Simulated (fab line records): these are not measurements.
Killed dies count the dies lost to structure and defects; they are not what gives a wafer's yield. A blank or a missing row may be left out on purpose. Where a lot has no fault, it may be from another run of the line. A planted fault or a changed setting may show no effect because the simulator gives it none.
Matching of chambers + flow n5Finfet + 4 sister chambers for N5_BEOL_M7_ETCH_62 on rieDiel-04
The step etches SOC in N2/H2, target depth 110 nm, overetch 22 nm, time 165 s. 4 wafers are shown with their chamber, then 9 later ones without.

WAFERS PAIRED WITH THEIR CHAMBERS
| wafer  | chamber | drypumpMotorCurrentA (A) |
|--------|---------|--------------------------|
| L079.3 | 1       | 5.0                      |
| L089.6 | 0       | 6.3                      |
| L090.4 | 3       | 5.4                      |
| L090.5 | 2       | 5.0                      |

WAFERS WITHOUT THEIR CHAMBER
| wafer  | drypumpMotorCurrentA (A) |
|--------|--------------------------|
| L093.2 | 6.2                      |
| L093.5 | 5.0                      |
| L093.6 | 6.3                      |
| L095.3 | 5.4                      |
| L095.5 | 5.4                      |
| L095.6 | 5.0                      |
| L096.3 | 5.0                      |
| L096.4 | 5.4                      |
| L096.5 | 6.3                      |

THE CHAMBER EACH PASSED THROUGH
| wafer  | from the rows above     | in truth |
|--------|-------------------------|----------|
| L093.2 | 0                       | 0        |
| L093.5 | can't be placed: 1 or 2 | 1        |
| L093.6 | 0                       | 0        |
| L095.3 | 3                       | 3        |
| L095.5 | 3                       | 3        |
| L095.6 | can't be placed: 1 or 2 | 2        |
| L096.3 | can't be placed: 1 or 2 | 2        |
| L096.4 | 3                       | 3        |
| L096.5 | 0                       | 0        |
6 of 9 placed correctly. Unplaceable from these rows: 3, with the true chamber sitting among the candidates in 3. 0 placed wrongly.
How it was worked out, from the rows above alone: a wafer's distance from a chamber is the root of the sum, over the readings, of the square of ((its reading less the chamber's mean) divided by the reading's scatter). If the next closest chamber is less than 2 further off than the closest, the wafer can't be placed; otherwise it belongs to the closest. The mean given for a chamber averages the wafers shown for that chamber. The scatter: with one shown wafer a chamber, the root of the mean of the squares of how far each hidden wafer lies from its nearest shown one.
